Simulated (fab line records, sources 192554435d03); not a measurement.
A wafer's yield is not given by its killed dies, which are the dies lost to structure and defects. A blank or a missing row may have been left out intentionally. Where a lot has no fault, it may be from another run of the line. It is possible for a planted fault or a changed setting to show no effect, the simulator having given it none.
Chamber matching ; flow n5 finfet ; 3 sister chambers for N5_BEOL_M0_DEP_125 on pecvd-03
The step deposits SiCN from 3MS/NH3, target thk 8 nm, time 14 s. 6 wafers are shown with their chamber, then 8 later ones without.

WAFERS, EACH WITH ITS CHAMBER
wafer;chamber;showerhead plenum p Torr (Torr);throttle valve pct (%)
L084.2;0;3.658;9.2
L084.4;2;3.678;8.7
L088.3;2;3.669;8.4
L088.5;0;3.657;8.9
L088.6;1;3.632;8.7
L089.1;1;3.642;8.8

WAFERS MISSING THEIR CHAMBER
wafer;showerhead plenum p Torr (Torr);throttle valve pct (%)
L089.4;3.676;8.6
L089.5;3.652;8.8
L094.3;3.658;9.1
L094.5;3.650;8.6
L094.6;3.661;9.2
L095.1;3.660;8.9
L095.2;3.674;8.8
L095.3;3.656;8.7

WHICH CHAMBER EACH WENT THROUGH
wafer;from the rows above;in truth
L089.4;2;2
L089.5;can't be placed: 0 or 1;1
L094.3;0;0
L094.5;can't be placed: 1 or 0 or 2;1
L094.6;0;0
L095.1;0;0
L095.2;can't be placed: 2 or 0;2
L095.3;can't be placed: 0 or 2 or 1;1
4 of 8 placed correctly. Cannot be placed on the basis of these rows: 4; the candidates contain the true chamber in 4. 0 placed wrongly.
How it was worked out, from the rows above alone: a wafer's distance from a chamber is the root of the sum, over the readings, of the square of ((its reading less the chamber's mean) divided by the reading's scatter). The wafer belongs to the nearest chamber; if the next one is less than 2 further off, it can't be placed. Each chamber's mean is taken over the wafers shown for it. The scatter is the square root of a quotient: the sum, over the shown wafers, of each reading's squared deviation from its chamber's mean, divided by wafers minus chambers.
